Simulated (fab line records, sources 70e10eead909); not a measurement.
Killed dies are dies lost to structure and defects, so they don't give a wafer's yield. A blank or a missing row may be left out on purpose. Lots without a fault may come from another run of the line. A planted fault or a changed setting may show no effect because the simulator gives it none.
Which tool did it? | flow nand_harc | 14 lots, 42 wafers sampled, at 1 step of a route of 1302

WHAT THE GAUGES READ, wafer by wafer
NHARC_P_M0_CD_MEAS_16.
lot  | measured     | on        | cd_nm (nm)
L600 | day 6 06:05  | cd_sem-01 | 89.9 90.4 90.0
L602 | day 7 06:55  | cd_sem-03 | 90.1 90.9 91.4
L601 | day 7 07:49  | cd_sem-01 | 89.5 90.4 89.5
L604 | day 8 05:10  | cd_sem-03 | 88.6 90.3 87.5
L605 | day 8 10:44  | cd_sem-02 | 90.2 91.0 90.9
L608 | day 9 18:32  | cd_sem-03 | 89.7 89.1 90.3
L609 | day 10 05:53 | cd_sem-02 | 90.5 90.5 89.5
L613 | day 12 02:40 | cd_sem-03 | 90.4 90.1 90.5
L614 | day 12 13:37 | cd_sem-03 | 88.8 89.4 89.3
L615 | day 13 03:16 | cd_sem-01 | 89.6 89.3 90.0
L618 | day 14 00:19 | cd_sem-01 | 88.8 89.5 90.3
L619 | day 14 05:53 | cd_sem-02 | 88.9 89.4 88.9
L620 | day 15 04:56 | cd_sem-01 | 90.6 89.6 90.2
L621 | day 15 08:31 | cd_sem-02 | 89.8 89.0 89.4

WHICH TOOL RAN EACH LOT (tool, then ch and the chambers of the sampled wafers, then the start)
The record holds no process step before these readings.

WHAT THE TOOLS THEMSELVES READ (means of the sampled wafers that have a number; where no wafer has one, the mark that the record gives instead)
The record holds no such reading with a usual standard deviation.

THE ANSWER, worked out from the rows above alone
Rule: what is usual is taken from the lots themselves. Put in order of their means at a reading, lots are off if they are a third of the lots or fewer, leave a main group of 4 or more, and stand apart from it by a gap of 3 or more times the standard deviation of the main group's means; of several such gaps the widest counts. A main group whose means are all the same, to the digits that the tables above print for the reading, isn't used. A lot without any number at a reading at which 4 lots or more have one is off too. The other lots that the step has rows for count as sound. The gauges are gone through in route order, then the tools' own readings, and for those a lot's mean is taken as printed above. The first step at which some lot is off is used, and at that step the reading that is off furthest; a lot without a number counts as furthest.
No lot is off at any reading shown: from this, nothing can be told.

WHAT THE SIMULATOR HAD PUT IN
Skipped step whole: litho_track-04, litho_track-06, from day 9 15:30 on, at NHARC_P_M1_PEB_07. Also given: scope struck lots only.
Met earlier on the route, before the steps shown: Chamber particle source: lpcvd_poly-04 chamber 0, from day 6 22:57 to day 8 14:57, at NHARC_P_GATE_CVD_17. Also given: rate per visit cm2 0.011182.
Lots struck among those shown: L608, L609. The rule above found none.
